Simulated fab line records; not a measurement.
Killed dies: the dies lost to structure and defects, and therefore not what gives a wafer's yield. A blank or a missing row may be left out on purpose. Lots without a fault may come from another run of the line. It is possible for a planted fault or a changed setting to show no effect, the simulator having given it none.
Split-lot study | flow n5-finfet | on a route of 1938 steps: 7 lots, 21 wafers read

== THE SPLIT ==
At N5_SD_EPI_N_DESCUM_14 (chemistry O2, time 7.9 s), the setting time-s was moved away from the recipe's 7.9 s on 6 of the 21 wafers read, by -22.0% to +15.9%. The other wafers ran this setting at the recipe's value.

No step appears in the file between the split and the reading.

== THE READING ==
CAR-ArF-block_of_SD_EPI_N_COAT_03.thk-nm (the simulator's own value, which no gauge read), in nm, at N5_SD_EPI_N_ETCH_34 (etches SiARC in CF4, target depth 45.5 nm, time 75.8 s). The file gives no usual value for it. Average 110.9 nm, standard deviation 0.38 nm, over the 15 wafers here run with the recipe.

wafer  | tool, chamber at the split | time-s as run, s | against the recipe | CAR-ArF-block_of_SD_EPI_N_COAT_03.thk-nm, nm | against lot-mates on the recipe
L081.1 | rie-diel-01, 0             | 9.158            | +15.9%             | 109.6                                        | -1.4
L081.2 | rie-diel-01, 2             | 7.9              | recipe             | 111                                          | -
L081.3 | rie-diel-01, 1             | 9.158            | +15.9%             | 109.4                                        | -1.6
L082.2 | rie-diel-05, 1             | 7.9              | recipe             | 110.4                                        | -
L082.4 | rie-diel-05, 1             | 7.9              | recipe             | 110.2                                        | -
L082.6 | rie-diel-05, 3             | 7.9              | recipe             | 110.6                                        | -
L083.3 | rie-diel-01, 3             | 7.9              | recipe             | 111.2                                        | -
L083.4 | rie-diel-01, 1             | 8.661            | +9.6%              | 110.4                                        | -0.8
L083.6 | rie-diel-01, 1             | 8.661            | +9.6%              | 110.4                                        | -0.8
L086.1 | rie-diel-03, 1             | 7.9              | recipe             | 111.4                                        | -
L086.2 | rie-diel-03, 0             | 7.9              | recipe             | 111.4                                        | -
L086.3 | rie-diel-03, 2             | 7.9              | recipe             | 111.4                                        | -
L087.1 | rie-diel-01, 2             | 7.9              | recipe             | 110.6                                        | -
L087.2 | rie-diel-01, 1             | 7.9              | recipe             | 111                                          | -
L087.3 | rie-diel-01, 3             | 7.454            | -5.6%              | 110.8                                        | +0.0
L088.1 | rie-diel-05, 1             | 7.9              | recipe             | 110.4                                        | -
L088.4 | rie-diel-05, 2             | 7.9              | recipe             | 110.8                                        | -
L088.6 | rie-diel-05, 0             | 7.9              | recipe             | 110.8                                        | -
L090.2 | rie-diel-01, 0             | 7.9              | recipe             | 111                                          | -
L090.4 | rie-diel-01, 1             | 6.162            | -22.0%             | 112.2                                        | +1.1
L090.6 | rie-diel-01, 3             | 7.9              | recipe             | 111.2                                        | -

FIT RESULTS
A straight line over all 21 wafers: CAR-ArF-block_of_SD_EPI_N_COAT_03.thk-nm changes by -0.067 nm for each +1% of time-s; r = -0.82; the points scatter about the line by 0.37 nm.
The same after taking each lot's own level away (the mean of its wafers on the recipe; 21 wafers): -0.0706 nm for each +1%; r = -0.94; scatter 0.21 nm.
That fit puts the effect of the largest move of time-s on the reading at 1.6 nm.
Measured against the standard deviation above, the lots' own levels, which go from 110.40 to 111.40 nm, span 2.6 times it.
So the lot-to-lot level changes the slope little: the two slopes agree.
Check: with one of the wafers moved furthest among these (-22.0%) left out of the fit, the line predicts +1.83 nm for it against its lot-mates. Against them it came out at +1.1 nm.

== THE WHOLE CHAIN: every reading that the file lists as answering this split, in the file's order ==
step                  | what it does                                           | reading                                                                                   | change (the file's fit)                | r (the file's)
N5_SD_EPI_N_DESCUM_14 | chemistry O2, time 7.9 s                               | CAR-ArF-block_of_SD_EPI_N_COAT_03.thk-nm (the simulator's own value, which no gauge read) | -0.0592 nm for each +1% of the setting | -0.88
N5_SD_EPI_N_ETCH_34   | etches SiARC in CF4, target depth 45.5 nm, time 75.8 s | CAR-ArF-block_of_SD_EPI_N_COAT_03.thk-nm (the simulator's own value, which no gauge read) | -0.0647 nm for each +1% of the setting | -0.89

== THE FILE'S OWN FIT ==
CAR-ArF-block_of_SD_EPI_N_COAT_03.thk-nm changes by -0.0647 nm for each +1% of time-s, r = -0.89.
